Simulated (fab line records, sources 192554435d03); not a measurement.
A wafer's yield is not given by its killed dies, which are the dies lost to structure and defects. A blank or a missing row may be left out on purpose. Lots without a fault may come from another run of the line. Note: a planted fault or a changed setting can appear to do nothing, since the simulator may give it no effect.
Chamber matching :: flow n5_finfet :: N5_BEOL_M5_PRE_CLEAN_77 on cvd_co-01: 3 sister chambers
The step time 15 s. 3 wafers are shown with their chamber, then 12 later ones without.

## WAFERS PAIRED WITH THEIR CHAMBERS
wafer: L091.2
chamber: 2
heater_power_w (W): 60

wafer: L091.5
chamber: 1
heater_power_w (W): 93

wafer: L091.6
chamber: 0
heater_power_w (W): 89

## WAFERS WITH NO CHAMBER GIVEN
wafer: L093.2
heater_power_w (W): 90

wafer: L093.4
heater_power_w (W): 90

wafer: L093.6
heater_power_w (W): 61

wafer: L094.2
heater_power_w (W): 95

wafer: L094.5
heater_power_w (W): 89

wafer: L094.6
heater_power_w (W): 91

wafer: L095.1
heater_power_w (W): 95

wafer: L095.2
heater_power_w (W): 90

wafer: L095.3
heater_power_w (W): 61

wafer: L095.4
heater_power_w (W): 96

wafer: L095.5
heater_power_w (W): 87

wafer: L095.6
heater_power_w (W): 61

## THE CHAMBER EACH PASSED THROUGH
wafer: L093.2
from the rows above: can't be placed: 0 or 1
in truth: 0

wafer: L093.4
from the rows above: can't be placed: 0 or 1
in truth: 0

wafer: L093.6
from the rows above: 2
in truth: 2

wafer: L094.2
from the rows above: 1
in truth: 1

wafer: L094.5
from the rows above: 0
in truth: 0

wafer: L094.6
from the rows above: can't be placed: 0 or 1
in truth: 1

wafer: L095.1
from the rows above: 1
in truth: 1

wafer: L095.2
from the rows above: can't be placed: 0 or 1
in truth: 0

wafer: L095.3
from the rows above: 2
in truth: 2

wafer: L095.4
from the rows above: 1
in truth: 1

wafer: L095.5
from the rows above: 0
in truth: 0

wafer: L095.6
from the rows above: 2
in truth: 2
Correctly placed: 8 of 12. Can't be placed from these rows: 4 (the true chamber is among the candidates in 4). Wrongly placed: 0.
How it was worked out, from the rows above alone: a wafer's distance from a chamber is the root of the sum, over the readings, of the square of ((its reading less the chamber's mean) divided by the reading's scatter). The wafer belongs to the nearest chamber; if the next one is less than 2 further off, it can't be placed. Each chamber's mean is taken over the wafers shown for it. The scatter: with one shown wafer a chamber, the root of the mean of the squares of how far each hidden wafer lies from its nearest shown one.
